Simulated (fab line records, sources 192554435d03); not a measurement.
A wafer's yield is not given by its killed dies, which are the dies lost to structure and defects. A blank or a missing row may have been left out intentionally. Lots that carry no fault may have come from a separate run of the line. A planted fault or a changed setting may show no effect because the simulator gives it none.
fab line records ; flow n5-finfet
[record] lots = 7; wafers = 21
route steps=1938 shown BEOL_M6@1239 BEOL_M7@1309 BEOL_M8@1368 BEOL_M9@1419 BEOL_M10@1470 BEOL_M11@1562 BEOL_M12@1608
start-h: the number of hours between the record's first day and the start of the first shown wafer of the lot ; wait-h: hours elapsed since this lot's preceding step ; " same as the row above ; L1.1+2: a single row standing in for several wafers ; - no value present, or no start provided ; * or withheld: withheld ; < > ~ a bound
route shown NAME@n: a module of which the file shows steps, and the number in the route of the first ; usual: mean/standard deviation taken from wafers without a fault ; same: alike in all rows ; chamber/n: place in a boat ; sites: the reading at each site ; _std_site: their standard deviation ; _edge_site: inner sites' mean taken away from outer sites' mean ; radius-mm: how far each site lies from the wafer's centre ; mask NAME#n: copy n ; behind: tool/chamber where the wafer was last shaped ; hold: what put the lot on hold/how long, in hours/how the hold closed ; device: whichever transistor did not switch (one of n, p or np) ; end of line: tests run on the same wafers once the route is complete ; step lacking rows: just its recipe ; killed: dies that structure and defects cost at the first sort, which is not the same as the wafer's yield ; map: shows each die of a wafer: x if killed, . if not, _ if none is there
set.NAME: the setting as run; set.NAME@STEP: as run at that earlier step ; model.NAME: the simulator's own value behind a step, which no gauge read
lots where settings were altered on purpose, with a table for each step and a row for each wafer
[[steps]]
[step N5_BEOL_M6_TRENCH_ETCH_37]
[recipe] chemistry = C4F6/O2; target-depth-a = 944.35; target = SiCOH_lowk; time-s = 31.5; ion-energy-ev = 250; pressure-mtorr = 30; source-w = 345; bias-w = 185; Ar_flow_sccm = 300; C4F6_flow_sccm = 10; O2_flow_sccm = 10
lot.wafer;tool;chamber;start-h;wait-h;set.time-s;model.BEOL_M6.feature-depth-nm;model.etch.depth-nm
L075.1;rie-diel-02;1;-;-;31.5;94.4;94.44
L075.3;rie-diel-02;2;-;-;26.31;78.8;78.79
L075.5;rie-diel-02;0;-;-;26.31;76.6;76.68
L082.1;rie-diel-04;1;-;-;28.8;84.8;84.86
L082.4;rie-diel-04;2;-;-;31.5;95.2;95.3
L082.5;rie-diel-04;2;-;-;28.8;87.8;87.82
L081.4;rie-diel-02;1;-;-;31.5;95.6;95.64
L081.5;rie-diel-02;0;-;-;31.5;94.6;94.53
L081.6;rie-diel-02;1;-;-;31.5;95.2;95.21
L085.2;rie-diel-02;1;-;-;31.5;96.2;96.11
L085.4;rie-diel-02;3;-;-;31.5;95.8;95.76
L085.6;rie-diel-02;0;-;-;31.5;94.4;94.49
L086.4;rie-diel-01;1;-;-;31.5;95.8;95.78
L086.5;rie-diel-01;1;-;-;31.5;94.8;94.74
L086.6;rie-diel-01;0;-;-;31.5;93.6;93.57
L089.4;rie-diel-01;1;-;-;31.5;94.4;94.32
L089.5;rie-diel-01;2;-;-;25.01;74.6;74.55
L089.6;rie-diel-01;1;-;-;31.5;93.6;93.61
L097.1;rie-diel-01;0;-;-;24.72;73.2;73.18
L097.2;rie-diel-01;3;-;-;31.5;93;93.04
L097.3;rie-diel-01;2;-;-;24.72;73;72.93
[step N5_BEOL_M6_ETCH_41]
[recipe] chemistry = CH3F/O2; target = SiCN; target-depth-a = 297; taper-deg = 2; time-s = 52; ion-energy-ev = 120; mask-material = TiN; pressure-mtorr = 30; source-w = 395; bias-w = 75; Ar_flow_sccm = 150; CH3F_flow_sccm = 30; O2_flow_sccm = 20
[step N5_BEOL_M6_STRIP_80]
[recipe] chemistry = N2/H2; time-s = 10; power-w = 450; temp-c = 40; pressure-mtorr = 20; rf-frequency-hz = 6e+07; bias-power-w = 7; n2-flow-sccm = 200; h2-flow-sccm = 200
[step N5_BEOL_M6_OCD_MEAS_38]
[usual] trench-depth-nm = 94.4/1.2
lot.wafer;tool;chamber;start-h;wait-h;set.time-s@BEOL_M6_TRENCH_ETCH_37;trench-depth-nm
L075.1;ocd-02;-;194.32;-;31.5;94.3
L075.3;ocd-02;-;194.32;-;26.31;78.8
L075.5;ocd-02;-;194.32;-;26.31;76.5
L082.1;ocd-02;-;235.88;-;28.8;85.2
L082.4;ocd-02;-;235.88;-;31.5;95.7
L082.5;ocd-02;-;235.88;-;28.8;88.3
L081.4;ocd-02;-;239.41;-;31.5;95.9
L081.5;ocd-02;-;239.41;-;31.5;94.7
L081.6;ocd-02;-;239.41;-;31.5;94.8
L085.2;ocd-02;-;251.08;-;31.5;95.9
L085.4;ocd-02;-;251.08;-;31.5;95.8
L085.6;ocd-02;-;251.08;-;31.5;94.7
L086.4;ocd-01;-;267.42;-;31.5;95.3
L086.5;ocd-01;-;267.42;-;31.5;95.0
L086.6;ocd-01;-;267.42;-;31.5;93.3
L089.4;ocd-01;-;282.20;-;31.5;94.4
L089.5;ocd-01;-;282.20;-;25.01;74.6
L089.6;ocd-01;-;282.20;-;31.5;93.2
L097.1;ocd-02;-;331.34;-;24.72;73.2
L097.2;ocd-02;-;331.34;-;31.5;93.1
L097.3;ocd-02;-;331.34;-;24.72;73.0
[step N5_BEOL_M6_HM_STRIP_39]
[recipe] chemistry = peroxide-tin-strip; material = TiN; target-depth-a = 250; temp-c = 50; time-s = 158
[step N5_BEOL_M6_SRD_40]
[recipe] time-s = 30; temp-c = 23; rinse-liquid = diw; dry = ipa-marangoni
[step N5_BEOL_M6_ECD_50]
[recipe] material = Cu; target-thk-a = 3000
[step N5_BEOL_M6_ANNEAL_51]
[recipe] temp-c = 225; time-s = 90; ambient = N2
[step N5_BEOL_M6_CMP_52]
[recipe] stop-on = SiCOH_lowk; t-overpolish-s = 6.9; down-force-psi = 1; platen-rpm = 50; clearing-platen-down-force-psi = 1.5; clearing-platen-rpm = 50; post-cmp-clean = cu-alkaline; target-thk-nm = 80; clearing-platen-pad-velocity-m-s = 0.99484; pad-velocity-m-s = 0.99484
lot.wafer;tool;chamber;start-h;wait-h;set.time-s@BEOL_M6_TRENCH_ETCH_37;model.Cu_of_BEOL_M6_ECD_50.thk-nm
L075.3;cmp-02;3;197.09;0.2;26.31;63
L075.1;cmp-02;0;197.09;0.2;31.5;80.6
L075.5;cmp-02;2;197.09;0.2;26.31;61.2
L082.1;cmp-03;0;238.89;0.3;28.8;69.8
L082.4;cmp-03;1;238.89;0.3;31.5;82.4
L082.5;cmp-03;3;238.89;0.3;28.8;75.6
L081.4;cmp-04;1;243.29;0.2;31.5;81.4
L081.6;cmp-04;0;243.29;0.2;31.5;81.6
L081.5;cmp-04;1;243.29;0.2;31.5;80.2
L085.2;cmp-03;1;253.16;0.3;31.5;83.8
L085.4;cmp-03;2;253.16;0.3;31.5;82.4
L085.6;cmp-03;0;253.16;0.3;31.5;80
L086.4;cmp-02;3;271.48;0.2;31.5;79.6
L086.6;cmp-02;0;271.48;0.2;31.5;78.4
L086.5;cmp-02;1;271.48;0.2;31.5;79
L089.4;cmp-04;1;284.99;0.2;31.5;79.6
L089.5;cmp-04;0;284.99;0.2;25.01;59.2
L089.6;cmp-04;1;284.99;0.2;31.5;78.6
L097.3;cmp-03;3;334.57;0.2;24.72;60.2
L097.2;cmp-03;0;334.57;0.2;31.5;77.8
L097.1;cmp-03;1;334.57;0.2;24.72;60.4
[step N5_BEOL_M6_PRE_CLEAN_55]
[recipe] gas = NH3; time-s = 15; temp-c = withheld; rf-power-w = 300
[step N5_BEOL_M6_DEP_56]
[recipe] material = SiCN; target-thk-a = 100; temp-c = withheld; precursor = 3MS/NH3; pressure-torr = 3; rf-w = 202; time-s = 17.5
[step N5_BEOL_M6_RS_MEAS_57]
[recipe] thk-meas-gauge = four-point-probe; reads = Cu_of_BEOL_M6_ECD_50+Co_of_BEOL_M6_CVD_78+TaN_of_BEOL_M6_ALD_77
[usual] M6_RS = 0.287/0.007
lot.wafer;tool;chamber;start-h;wait-h;set.time-s@BEOL_M6_TRENCH_ETCH_37;M6_RS[ohm/sq]
L075.1;film-metro-01;-;197.48;0.1;31.5;0.283
L075.3;film-metro-01;-;197.48;0.1;26.31;0.380
L075.5;film-metro-01;-;197.48;0.1;26.31;0.394
L082.1;film-metro-01;-;239.28;0.1;28.8;0.336
L082.4;film-metro-01;-;239.28;0.1;31.5;0.277
L082.5;film-metro-01;-;239.28;0.1;28.8;0.306
L081.4;film-metro-02;-;243.68;0.0;31.5;0.280
L081.5;film-metro-02;-;243.68;0.0;31.5;0.285
L081.6;film-metro-02;-;243.68;0.0;31.5;0.279
L085.2;film-metro-02;-;253.51;0.1;31.5;0.271
L085.4;film-metro-02;-;253.51;0.1;31.5;0.277
L085.6;film-metro-02;-;253.51;0.1;31.5;0.286
L086.4;film-metro-02;-;271.79;0.0;31.5;0.287
L086.5;film-metro-02;-;271.79;0.0;31.5;0.290
L086.6;film-metro-02;-;271.79;0.0;31.5;0.293
L089.4;film-metro-02;-;285.38;0.0;31.5;0.289
L089.5;film-metro-02;-;285.38;0.0;25.01;0.411
L089.6;film-metro-02;-;285.38;0.0;31.5;0.292
L097.1;film-metro-01;-;335.00;0.1;24.72;0.401
L097.2;film-metro-01;-;335.00;0.1;31.5;0.295
L097.3;film-metro-01;-;335.00;0.1;24.72;0.403
[step N5_BEOL_M7_ETCH_41]
[recipe] chemistry = CH3F/O2; target = SiCN; target-depth-a = 319; taper-deg = 2; time-s = 57.8; ion-energy-ev = 120; mask-material = TiN; pressure-mtorr = 30; source-w = 395; bias-w = 75; Ar_flow_sccm = 150; CH3F_flow_sccm = 30; O2_flow_sccm = 20
[usual] rf-vpp-V = 297.6/1.2
lot.wafer;tool;chamber;start-h;wait-h;set.bias-w;rf-vpp-V
L075.1;rie-diel-05;1;-;-;75;295.6
L075.3;rie-diel-05;3;-;-;75;296.9
L075.5;rie-diel-05;3;-;-;75;297.5
L082.1;rie-diel-03;2;-;-;86.02;323.5
L082.4;rie-diel-03;0;-;-;75;296.8
L082.5;rie-diel-03;3;-;-;86.02;325.7
L081.4;rie-diel-03;2;-;-;75;296.5
L081.5;rie-diel-03;2;-;-;75;296.1
L081.6;rie-diel-03;3;-;-;75;297.5
L085.2;rie-diel-06;2;-;-;75;296.5
L085.4;rie-diel-06;0;-;-;75;300.8
L085.6;rie-diel-06;0;-;-;75;299.3
L086.4;rie-diel-06;3;-;-;83.24;318.8
L086.5;rie-diel-06;3;-;-;75;296.8
L086.6;rie-diel-06;0;-;-;83.24;319.0
L089.4;rie-diel-03;1;-;-;70.35;287.9
L089.5;rie-diel-03;0;-;-;70.35;285.4
L089.6;rie-diel-03;3;-;-;75;297.8
L097.1;rie-diel-05;1;-;-;75;295.5
L097.2;rie-diel-05;0;-;-;75;298.1
L097.3;rie-diel-05;2;-;-;75;297.2
[step N5_BEOL_M8_DESCUM_33]
[recipe] chemistry = O2; time-s = 7; source-power-w = 50; bias-power-w = 20; pressure-mtorr = 20; rf-frequency-hz = 2.712e+07; temp-c = 40; resist = CAR-EUV; o2-flow-sccm = 225
lot.wafer;tool;chamber;start-h;wait-h;set.time-s;model.CAR-EUV_of_BEOL_M8_COAT_22.thk-nm
L075.1+5;rie-diel-02;2,0;207.98;0.0;7;26
L075.3;rie-diel-02;0;207.98;0.0;7;26.2
L082.1;rie-diel-04;3;254.66;0.1;7;26
L082.4;rie-diel-04;1;254.66;0.1;6.072;26.4
L082.5;rie-diel-04;2;254.66;0.1;6.072;26.6
L081.4+5+6;rie-diel-02;0,3,2;256.85;0.0;7;26
L085.2+4+6;rie-diel-04;1,0,2;266.63;0.0;7;26
L086.4;rie-diel-04;3;283.46;0.0;7;26.2
L086.5+6;rie-diel-04;2,0;283.46;0.0;8.11;25.6
L089.4;rie-diel-01;0;299.85;0.1;7;26
L089.5+6;rie-diel-01;3,2;299.85;0.1;7;26.2
L097.1+2;rie-diel-02;3,2;351.27;0.4;6.269;26.4
L097.3;rie-diel-02;0;351.27;0.4;7;26.2
[step N5_BEOL_M8_ETCH_72]
[recipe] chemistry = N2/H2; target = underlayer; target-depth-a = 65; mask-material = CAR-EUV; time-s = 5.2; ion-energy-ev = 200; pressure-mtorr = 30; source-w = 840; bias-w = 150; n2-flow-sccm = 200; h2-flow-sccm = 200; ends = cleared
[step N5_BEOL_M8_ETCH_65]
[recipe] chemistry = CF4; target = SiARC; target-depth-a = 156; mask-material = CAR-EUV; time-s = 26; ion-energy-ev = 80; pressure-mtorr = 40; source-w = 545; bias-w = 36; Ar_flow_sccm = 100; cf4-flow-sccm = 100; ends = cleared
lot.wafer;tool;chamber;start-h;wait-h;set.time-s@BEOL_M8_DESCUM_33;model.CAR-EUV_of_BEOL_M8_COAT_22.thk-nm
L075.1+5;rie-diel-02;2,0;208.03;0.0;7;11
L075.3;rie-diel-02;0;208.03;0.0;7;11.2
L082.1;rie-diel-04;3;254.71;0.0;7;11.2
L082.4+5;rie-diel-04;1,2;254.71;0.0;6.072;11.6
L081.4+6;rie-diel-02;0,2;256.90;0.0;7;11.2
L081.5;rie-diel-02;3;256.90;0.0;7;11
L085.2+4;rie-diel-04;1,0;266.69;0.0;7;11.2
L085.6;rie-diel-04;2;266.69;0.0;7;11
L086.4;rie-diel-04;3;283.51;0.0;7;11.2
L086.5+6;rie-diel-04;2,0;283.51;0.0;8.11;10.6
L089.4;rie-diel-01;0;299.90;0.0;7;11
L089.5+6;rie-diel-01;3,2;299.90;0.0;7;11.2
L097.1+2;rie-diel-02;3,2;351.32;0.0;6.269;11.6
L097.3;rie-diel-02;0;351.32;0.0;7;11.2
[step N5_BEOL_M8_VIA_ETCH_34]
[recipe] chemistry = C4F6/O2; target = SiCOH_lowk; target-depth-a = 1255; mask-material = SOC; taper-deg = 4; time-s = 50.5; ion-energy-ev = 250; pressure-mtorr = 30; source-w = 345; bias-w = 185; Ar_flow_sccm = 300; C4F6_flow_sccm = 10; O2_flow_sccm = 10
[usual] rf-vpp-V = 663/12
lot.wafer;tool;chamber;start-h;wait-h;set.bias-w;rf-vpp-V
L075.1;rie-diel-02;2;208.16;0.0;196.6;706
L075.3;rie-diel-02;0;208.16;0.0;185;656
L075.5;rie-diel-02;0;208.16;0.0;196.6;689
L082.1;rie-diel-04;3;254.84;0.0;185;669
L082.4;rie-diel-04;1;254.84;0.0;185;671
L082.5;rie-diel-04;2;254.84;0.0;185;650
L081.4;rie-diel-02;0;257.03;0.0;185;656
L081.5;rie-diel-02;3;257.03;0.0;185;647
L081.6;rie-diel-02;2;257.03;0.0;185;671
L085.2;rie-diel-04;1;266.81;0.0;166.3;617
L085.4;rie-diel-04;0;266.81;0.0;166.3;616
L085.6;rie-diel-04;2;266.81;0.0;185;649
L086.4;rie-diel-04;3;283.64;0.0;196.3;701
L086.5;rie-diel-04;2;283.64;0.0;185;648
L086.6;rie-diel-04;0;283.64;0.0;196.3;704
L089.4;rie-diel-01;0;300.03;0.0;185;646
L089.5;rie-diel-01;3;300.03;0.0;201.9;703
L089.6;rie-diel-01;2;300.03;0.0;201.9;733
L097.1;rie-diel-02;3;351.45;0.0;169.8;602
L097.2;rie-diel-02;2;351.45;0.0;185;670
L097.3;rie-diel-02;0;351.45;0.0;169.8;612
[step N5_BEOL_M9_ETCH_62]
[recipe] chemistry = N2/H2; target = SOC; target-depth-a = 1100; overetch-a = 220; mask-material = SiARC; temp-c = 40; time-s = 165; ion-energy-ev = 200; pressure-mtorr = 30; source-w = 840; bias-w = 150; n2-flow-sccm = 200; h2-flow-sccm = 200
lot.wafer;tool;chamber;start-h;wait-h;set.time-s;model.SiARC_of_BEOL_M9_COAT_60.thk-nm
L075.1+5;rie-diel-05;3,0;214.22;0.0;165;23.6
L075.3;rie-diel-05;2;214.22;0.0;165;23.4
L082.1+4;rie-diel-03;0;259.78;0.1;165;23.8
L082.5;rie-diel-03;0;259.78;0.1;165;23.6
L081.4;rie-diel-05;3;265.06;0.0;165;23.8
L081.5;rie-diel-05;2;265.06;0.0;165;23.4
L081.6;rie-diel-05;1;265.06;0.0;165;23.6
L085.2;rie-diel-03;3;272.56;0.0;165;23.2
L085.4;rie-diel-03;0;272.56;0.0;165;23.8
L085.6;rie-diel-03;2;272.56;0.0;180.8;23
L086.4+5;rie-diel-05;0,1;290.64;0.0;165;23.6
L086.6;rie-diel-05;0;290.64;0.0;129;25.2
L089.4+5;rie-diel-06;3;306.40;0.0;165;23.4
L089.6;rie-diel-06;2;306.40;0.0;165;23.6
L097.1;rie-diel-06;1;360.98;0.0;165;23.4
L097.2+3;rie-diel-06;3,0;360.98;0.0;200.6;21.8
[step N5_BEOL_M10_ILD_DEP_00]
[recipe] material = SiCOH_lowk; target-thk-a = 3085.1; temp-c = 300; precursor = DEMS/porogen; pressure-torr = 5; rf-w = 500; time-s = 58
lot.wafer;tool;chamber;start-h;wait-h;set.time-s;model.SiCOH_lowk_of_BEOL_M10_ILD_DEP_00.thk-nm
L075.1;pecvd-03;2;218.28;0.0;58;307.6
L075.3;pecvd-03;0;218.28;0.0;55.78;292.8
L075.5;pecvd-03;0;218.28;0.0;58;312.4
L082.1;pecvd-03;2;266.84;0.0;55.44;295
L082.4;pecvd-03;2;266.84;0.0;58;311.6
L082.5;pecvd-03;1;266.84;0.0;58;310.8
L081.4;pecvd-02;0;269.42;0.1;58;313.8
L081.5;pecvd-02;1;269.42;0.1;58;313.4
L081.6;pecvd-02;2;269.42;0.1;58;310.2
L085.2;pecvd-01;2;279.21;0.0;58;309
L085.4;pecvd-01;0;279.21;0.0;58;312.2
L085.6;pecvd-01;1;279.21;0.0;58;310.4
L086.4;pecvd-01;2;298.34;0.1;63.87;347.6
L086.5;pecvd-01;1;298.34;0.1;58;311.8
L086.6;pecvd-01;0;298.34;0.1;58;311.2
L089.4;pecvd-02;0;311.90;0.1;58;315.6
L089.5;pecvd-02;1;311.90;0.1;58;312.4
L089.6;pecvd-02;2;311.90;0.1;58;308.2
L097.1;pecvd-01;0;365.23;0.0;58;302.8
L097.2;pecvd-01;1;365.23;0.0;58;301.6
L097.3;pecvd-01;2;365.23;0.0;53.19;282.8
[step N5_BEOL_M10_CURE_71]
[recipe] temp-c = 385; time-s = 240; ambient = He/Ar; material = SiCOH_lowk
lot.wafer;tool;chamber;start-h;wait-h;set.time-s@BEOL_M10_ILD_DEP_00;model.SiCOH_lowk_of_BEOL_M10_ILD_DEP_00.thk-nm
L075.1;uv-cure-03;0;218.36;0.0;58;267.2
L075.3;uv-cure-03;0;218.36;0.0;55.78;254
L075.5;uv-cure-03;0;218.36;0.0;58;271.6
L082.1;uv-cure-01;2;266.92;0.0;55.44;256
L082.4;uv-cure-01;2;266.92;0.0;58;270.8
L082.5;uv-cure-01;2;266.92;0.0;58;270
L081.4;uv-cure-02;0;269.71;0.3;58;272.6
L081.5;uv-cure-02;0;269.71;0.3;58;272.2
L081.6;uv-cure-02;0;269.71;0.3;58;269.4
L085.2;uv-cure-01;2;279.44;0.2;58;268.4
L085.4;uv-cure-01;2;279.44;0.2;58;271.2
L085.6;uv-cure-01;2;279.44;0.2;58;269.6
L086.4;uv-cure-03;2;298.63;0.3;63.87;302.6
L086.5;uv-cure-03;2;298.63;0.3;58;271
L086.6;uv-cure-03;2;298.63;0.3;58;270.4
L089.4;uv-cure-03;1;312.19;0.3;58;274.2
L089.5;uv-cure-03;1;312.19;0.3;58;271.4
L089.6;uv-cure-03;1;312.19;0.3;58;267.8
L097.1;uv-cure-01;1;365.31;0.0;58;262.8
L097.2;uv-cure-01;1;365.31;0.0;58;262
L097.3;uv-cure-01;1;365.31;0.0;53.19;245.2
[step N5_BEOL_M10_THK_MEAS_01]
[recipe] reads = SiCOH_lowk_of_BEOL_M10_ILD_DEP_00
[usual] M10_ILD_THK = 268/3.3
lot.wafer;tool;chamber;start-h;wait-h;set.time-s@BEOL_M10_ILD_DEP_00;M10_ILD_THK[nm]
L075.1;film-metro-01;-;218.87;0.4;58;267
L075.3;film-metro-01;-;218.87;0.4;55.78;254
L075.5;film-metro-01;-;218.87;0.4;58;272
L082.1;film-metro-01;-;268.87;1.6;55.44;256
L082.4;film-metro-01;-;268.87;1.6;58;271
L082.5;film-metro-01;-;268.87;1.6;58;270
L081.4;film-metro-01;-;269.99;0.2;58;273
L081.5;film-metro-01;-;269.99;0.2;58;272
L081.6;film-metro-01;-;269.99;0.2;58;270
L085.2;film-metro-01;-;280.28;0.7;58;269
L085.4;film-metro-01;-;280.28;0.7;58;271
L085.6;film-metro-01;-;280.28;0.7;58;270
L086.4;film-metro-02;-;298.91;0.2;63.87;303
L086.5;film-metro-02;-;298.91;0.2;58;271
L086.6;film-metro-02;-;298.91;0.2;58;270
L089.4;film-metro-02;-;312.48;0.2;58;274
L089.5;film-metro-02;-;312.48;0.2;58;271
L089.6;film-metro-02;-;312.48;0.2;58;268
L097.1;film-metro-01;-;366.30;0.8;58;263
L097.2;film-metro-01;-;366.30;0.8;58;262
L097.3;film-metro-01;-;366.30;0.8;53.19;245
[step N5_BEOL_M11_COAT_22]
[recipe] resist = CAR-ArF; spin-rpm = 1500; resist-thk-nm = 90
lot.wafer;tool;chamber;start-h;wait-h;set.spin-rpm;model.CAR-ArF_of_BEOL_M11_COAT_22.thk-nm
L075.1;litho-track-03;0;-;-;1387;93.6
L075.3;litho-track-03;0;-;-;1387;93.8
L075.5;litho-track-03;0;-;-;1500;90.2
L082.1;litho-track-03;0;-;-;1350;95.2
L082.4;litho-track-03;0;-;-;1500;90.2
L082.5;litho-track-03;0;-;-;1500;89.6
L081.4+5;litho-track-03;0;-;-;1500;90
L081.6;litho-track-03;0;-;-;1500;90.2
L085.2;litho-track-04;0;-;-;1500;90.2
L085.4+6;litho-track-04;0;-;-;1500;90
L086.4+6;litho-track-03;0;-;-;1652;86
L086.5;litho-track-03;0;-;-;1500;90.4
L089.4;litho-track-05;0;-;-;1392;93.2
L089.5;litho-track-05;0;-;-;1500;89.8
L089.6;litho-track-05;0;-;-;1392;93
L097.1;litho-track-03;0;-;-;1500;90
L097.2+3;litho-track-03;0;-;-;1455;91.2
[step N5_BEOL_M12_EXPOSE_07]
[recipe] mask-id = V11; na = 0.93; source-shape = conventional; sigma-outer = 0.6; polarization = unpolarized; attpsm-phase-deg = 180; dose-mj = 32.5
lot.wafer;tool;chamber;start-h;wait-h;mask;set.dose-mj
L075.1+5;krf-scanner-01;0;239.19;-;V11#0;32.5
L075.3;krf-scanner-01;0;239.19;-;V11#0;34.9
L082.1+4+5;krf-scanner-01;0;284.83;-;V11#0;32.5
L081.4+5+6;krf-scanner-01;0;286.80;-;V11#0;32.5
L085.2+4+6;krf-scanner-02;0;297.79;-;V11#0;32.5
L086.4+6;krf-scanner-02;0;319.20;-;V11#0;32.5
L086.5;krf-scanner-02;0;319.20;-;V11#0;31.63
L089.4+5;krf-scanner-01;0;328.35;-;V11#0;32.5
L089.6;krf-scanner-01;0;328.35;-;V11#0;31.08
L097.1+3;krf-scanner-01;0;383.26;-;V11#0;32.5
L097.2;krf-scanner-01;0;383.26;-;V11#0;34.44
[step N5_BEOL_M12_PEB_08]
[recipe] peb-temp-c = 130; peb-time-s = 90
[step N5_BEOL_M12_DEVELOP_09]
[recipe] develop-time-s = 45; rinse-liquid = diw; dry = air-spin; dev-temp-c = 21
[step N5_BEOL_M12_HARDBAKE_14]
[recipe] temp-c = 130; time-s = 120
[step N5_BEOL_M12_CD_MEAS_10]
[recipe] target-cd-nm = 140; landing-energy-ev = 500; detector = se-inlens; polarity = opening
[usual] cd-nm = 139.3/2
lot.wafer;tool;chamber;start-h;wait-h;set.dose-mj@BEOL_M12_EXPOSE_07;cd-nm
L075.1;cd-sem-02;0;239.37;-;32.5;144.1
L075.3;cd-sem-02;0;239.37;-;34.9;149.9
L075.5;cd-sem-02;0;239.37;-;32.5;140.6
L082.1;cd-sem-03;0;285.00;-;32.5;139.8
L082.4;cd-sem-03;0;285.00;-;32.5;139.4
L082.5;cd-sem-03;0;285.00;-;32.5;140.3
L081.4;cd-sem-03;0;286.96;-;32.5;145.8
L081.5;cd-sem-03;0;286.96;-;32.5;140.4
L081.6;cd-sem-03;0;286.96;-;32.5;141.4
L085.2;cd-sem-02;0;297.95;-;32.5;141.8
L085.4;cd-sem-02;0;297.95;-;32.5;141.1
L085.6;cd-sem-02;0;297.95;-;32.5;139.5
L086.4;cd-sem-03;0;319.35;-;32.5;141.2
L086.5;cd-sem-03;0;319.35;-;31.63;135.7
L086.6;cd-sem-03;0;319.35;-;32.5;142.2
L089.4;cd-sem-03;0;328.51;-;32.5;138.2
L089.5;cd-sem-03;0;328.51;-;32.5;141.4
L089.6;cd-sem-03;0;328.51;-;31.08;132.8
L097.1;cd-sem-03;0;383.43;-;32.5;136.9
L097.2;cd-sem-03;0;383.43;-;34.44;144.8
L097.3;cd-sem-03;0;383.43;-;32.5;138.1
[[key]]
[split] step = N5_BEOL_M6_TRENCH_ETCH_37; setting = time-s; stated = 31.5; by = wafer
[response] step = N5_BEOL_M6_TRENCH_ETCH_37; reading = model.BEOL_M6.feature-depth-nm; change = +0.957; per = 1%; r = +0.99
[response] step = N5_BEOL_M6_TRENCH_ETCH_37; reading = model.etch.depth-nm; change = +0.959; per = 1%; r = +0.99
[response] step = N5_BEOL_M6_OCD_MEAS_38; reading = trench-depth-nm; change = +0.955; per = 1%; r = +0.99
[response] step = N5_BEOL_M6_CMP_52; reading = model.Cu_of_BEOL_M6_ECD_50.thk-nm; change = +0.953; per = 1%; r = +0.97
[response] step = N5_BEOL_M6_RS_MEAS_57; reading = M6_RS; change = -0.00557; per = 1%; r = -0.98
[split] step = N5_BEOL_M7_ETCH_41; setting = bias-w; stated = 75; by = wafer
[response] step = N5_BEOL_M7_ETCH_41; reading = rf-vpp-V; change = +1.92; per = 1%; r = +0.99
[split] step = N5_BEOL_M8_DESCUM_33; setting = time-s; stated = 7; by = wafer
[response] step = N5_BEOL_M8_DESCUM_33; reading = model.CAR-EUV_of_BEOL_M8_COAT_22.thk-nm; change = -0.034; per = 1%; r = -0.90
[response] step = N5_BEOL_M8_ETCH_65; reading = model.CAR-EUV_of_BEOL_M8_COAT_22.thk-nm; change = -0.0354; per = 1%; r = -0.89
[split] step = N5_BEOL_M8_VIA_ETCH_34; setting = bias-w; stated = 185; by = wafer
[response] step = N5_BEOL_M8_VIA_ETCH_34; reading = rf-vpp-V; change = +6.33; per = 1%; r = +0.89
[split] step = N5_BEOL_M9_ETCH_62; setting = time-s; stated = 165; by = wafer
[response] step = N5_BEOL_M9_ETCH_62; reading = model.SiARC_of_BEOL_M9_COAT_60.thk-nm; change = -0.0718; per = 1%; r = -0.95
[split] step = N5_BEOL_M10_ILD_DEP_00; setting = time-s; stated = 58; by = wafer
[response] step = N5_BEOL_M10_ILD_DEP_00; reading = model.SiCOH_lowk_of_BEOL_M10_ILD_DEP_00.thk-nm; change = +3.23; per = 1%; r = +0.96
[response] step = N5_BEOL_M10_CURE_71; reading = model.SiCOH_lowk_of_BEOL_M10_ILD_DEP_00.thk-nm; change = +2.86; per = 1%; r = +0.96
[response] step = N5_BEOL_M10_THK_MEAS_01; reading = M10_ILD_THK; change = +2.87; per = 1%; r = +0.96
[split] step = N5_BEOL_M11_COAT_22; setting = spin-rpm; stated = 1500; by = wafer
[response] step = N5_BEOL_M11_COAT_22; reading = model.CAR-ArF_of_BEOL_M11_COAT_22.thk-nm; change = -0.472; per = 1%; r = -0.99
[split] step = N5_BEOL_M12_EXPOSE_07; setting = dose-mj; stated = 32.5; by = wafer
[response] step = N5_BEOL_M12_CD_MEAS_10; reading = cd-nm; change = +1.25; per = 1%; r = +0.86
